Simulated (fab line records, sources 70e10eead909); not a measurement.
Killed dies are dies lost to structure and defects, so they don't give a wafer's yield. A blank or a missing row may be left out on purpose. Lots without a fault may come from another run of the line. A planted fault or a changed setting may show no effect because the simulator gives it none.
One fault seen from 2 desks | flow nand_harc | each desk has only its own numbers; what lay behind them comes last

THE TOOL OWNER'S DESK: rie_diel-07
The tool's own readings at NHARC_THIN_TSV_ETCHBACK_48 (etches the open film in C4F8/Ar, target depth 1028.5 nm, time 405.17 s): means of the sampled wafers that have a number, for each lot that ran on this tool. A lot is out of limits, marked OUT, if its mean lies more than 4 standard deviations from the usual mean; the brackets give that distance.
Columns: A = oes_product_au at NHARC_THIN_TSV_ETCHBACK_48, usual 0.94 a.u.; B = rf_vpp_V at NHARC_THIN_TSV_ETCHBACK_48, usual 547 V
lot  | first seen here | A    | B
L702 | day 25 07:55    | 0.99 | 546
L705 | day 26 09:10    | 0.91 | 548
L713 | day 29 23:04    | 0.92 | 548
L714 | day 30 18:37    | 0.98 | 549
L716 | day 30 22:41    | 0.92 | 546
This desk's finding: nothing out of limits on any of the 5 lots.

THE METROLOGY DESK
What the gauges read, lot by lot, whatever tool the lot ran on: means of the sampled wafers that have a number. A lot is out of limits, marked OUT, if its mean lies more than 4 standard deviations from the usual mean; the brackets give that distance.
Columns: A = overlay_x_nm at NHARC_HYBRID_BOND_OVL_MEAS_05, usual -2 nm; B = overlay_y_nm at NHARC_HYBRID_BOND_OVL_MEAS_05, usual -2 nm
lot  | first seen here | A   | B
L700 | day 24 14:12    | -8  | -15
L701 | day 24 19:46    | 18  | 36
L702 | day 25 03:05    | 34  | 1
L705 | day 26 04:11    | -44 | -8
L713 | day 29 17:47    | -12 | 4
L714 | day 30 13:34    | -28 | 5
L716 | day 30 17:46    | 28  | -13
L715 | day 30 17:47    | -13 | -6
L717 | day 31 13:52    | -32 | 4
L719 | day 31 19:21    | -23 | 1
L720 | day 31 23:41    | 19  | 13
L721 | day 32 12:16    | -2  | 22
This desk's finding: nothing out of limits on any of the 12 lots.

PUT TOGETHER
The tool owner's desk saw nothing out of limits.
The metrology desk saw nothing out of limits.

WHAT THE SIMULATOR HAD PUT IN
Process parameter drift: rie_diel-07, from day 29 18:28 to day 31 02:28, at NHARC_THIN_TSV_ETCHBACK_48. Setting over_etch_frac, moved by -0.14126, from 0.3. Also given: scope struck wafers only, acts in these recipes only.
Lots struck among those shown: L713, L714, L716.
